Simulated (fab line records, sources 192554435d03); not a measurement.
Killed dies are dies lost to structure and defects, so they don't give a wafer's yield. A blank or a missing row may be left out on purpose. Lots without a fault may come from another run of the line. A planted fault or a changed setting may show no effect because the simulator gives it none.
Chamber matching | flow n5_finfet | N5_MOL_CONTACT_COAG_ETCH_67 on rie_diel-05: 4 sister chambers
The step etches SOC in N2/H2, target depth 60 nm, overetch 21 nm, time 101.2 s. 16 wafers are shown with their chamber, then 8 later ones without.

WAFERS WITH THEIR CHAMBER
wafer  | chamber | drypump_motor_current_A (A) | showerhead_plenum_p_Torr (Torr) | throttle_valve_pct (%)
L373.1 | 1       | 5.2                         | 2.59                            | 18.08
L373.3 | 0       | 5.9                         | 2.49                            | 17.42
L373.4 | 3       | 4.8                         | 2.65                            | 17.88
L377.1 | 3       | 4.8                         | 2.65                            | 17.90
L377.3 | 1       | 5.2                         | 2.59                            | 18.08
L377.5 | 0       | 5.9                         | 2.49                            | 17.43
L379.1 | 0       | 5.9                         | 2.48                            | 17.47
L379.5 | 3       | 4.9                         | 2.64                            | 17.91
L379.6 | 0       | 5.9                         | 2.48                            | 17.47
L380.4 | 3       | 4.8                         | 2.64                            | 17.92
L380.5 | 3       | 4.8                         | 2.64                            | 17.92
L380.6 | 0       | 5.9                         | 2.48                            | 17.45
L381.2 | 2       | 5.5                         | 2.72                            | 17.57
L381.4 | 1       | 5.2                         | 2.58                            | 18.10
L381.5 | 0       | 5.9                         | 2.48                            | 17.45
L383.1 | 0       | 5.9                         | 2.48                            | 17.48

SIGNATURES (means of the wafers above)
reading                  | chamber 0 | chamber 1 | chamber 2 | chamber 3 | scatter within a chamber
drypump_motor_current_A  | 5.900     | 5.200     | 5.500     | 4.820     | 0.0258
showerhead_plenum_p_Torr | 2.4829    | 2.5867    | 2.7200    | 2.6440    | 0.00524
throttle_valve_pct       | 17.4529   | 18.0867   | 17.5700   | 17.9060   | 0.019
Rule: a wafer's distance from a chamber is the root of the sum, over the readings, of the square of ((its reading less the chamber's mean) divided by the reading's scatter). The wafer belongs to the nearest chamber; if the next one is less than 2 further off, it can't be placed. The scatter: the root of (the sum of the squares of (reading less its chamber's mean) over the shown wafers, divided by (wafers less chambers)).

WAFERS WITHOUT THEIR CHAMBER
wafer  | drypump_motor_current_A (A) | showerhead_plenum_p_Torr (Torr) | throttle_valve_pct (%)
L383.2 | 5.2                         | 2.58                            | 18.11
L383.3 | 4.8                         | 2.64                            | 17.93
L384.1 | 5.5                         | 2.72                            | 17.58
L384.2 | 4.9                         | 2.64                            | 17.94
L384.6 | 5.5                         | 2.71                            | 17.58
L390.1 | 5.9                         | 2.47                            | 17.48
L390.4 | 4.9                         | 2.63                            | 17.95
L390.6 | 5.6                         | 2.71                            | 17.61

WHICH CHAMBER EACH WENT THROUGH
wafer  | from the rows above | in truth
L383.2 | 1                   | 1
L383.3 | 3                   | 3
L384.1 | 2                   | 2
L384.2 | 3                   | 3
L384.6 | 2                   | 2
L390.1 | 0                   | 0
L390.4 | 3                   | 3
L390.6 | 2                   | 2
Placed correctly: 8 of 8. Can't be placed from these rows: 0. Placed wrongly: 0.
